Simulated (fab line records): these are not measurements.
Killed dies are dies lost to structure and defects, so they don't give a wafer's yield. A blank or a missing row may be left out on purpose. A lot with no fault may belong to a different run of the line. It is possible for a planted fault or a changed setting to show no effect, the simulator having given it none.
Chamber matching | flow n5-finfet | rie-diel-01 running N5_BEOL_M6_STRIP_67: 4 sister chambers
The step strips in CF4. 4 wafers are shown with their chamber, then 9 later ones without.

== WAFERS, EACH WITH ITS CHAMBER ==
wafer  | chamber | showerhead-plenum-p-Torr (Torr)
L082.6 | 0       | 1.80
L086.1 | 3       | 1.75
L090.5 | 1       | 1.89
L090.6 | 2       | 1.89

== WAFERS WHOSE CHAMBER IS MISSING ==
wafer  | showerhead-plenum-p-Torr (Torr)
L092.2 | 1.75
L092.4 | 1.89
L092.5 | 1.89
L094.2 | 1.89
L094.4 | 1.89
L094.5 | 1.80
L097.1 | 1.74
L097.2 | 1.79
L097.5 | 1.88

== WHICH CHAMBER EACH ONE RAN IN ==
wafer  | from the rows above     | in truth
L092.2 | 3                       | 3
L092.4 | can't be placed: 1 or 2 | 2
L092.5 | can't be placed: 1 or 2 | 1
L094.2 | can't be placed: 1 or 2 | 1
L094.4 | can't be placed: 1 or 2 | 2
L094.5 | 0                       | 0
L097.1 | 3                       | 3
L097.2 | 0                       | 0
L097.5 | can't be placed: 1 or 2 | 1
4 of 9 placed correctly. Can't be placed from these rows: 5 (the true chamber is among the candidates in 5). Number placed wrongly: 0.
How it was worked out, from the rows above alone: a wafer's distance from a chamber is the root of the sum, over the readings, of the square of ((its reading less the chamber's mean) divided by the reading's scatter). The wafer belongs to the nearest chamber; if the next one is less than 2 further off, it can't be placed. Each chamber's mean is taken over the wafers shown for it. The scatter: with one shown wafer a chamber, the root of the mean of the squares of how far each hidden wafer lies from its nearest shown one.
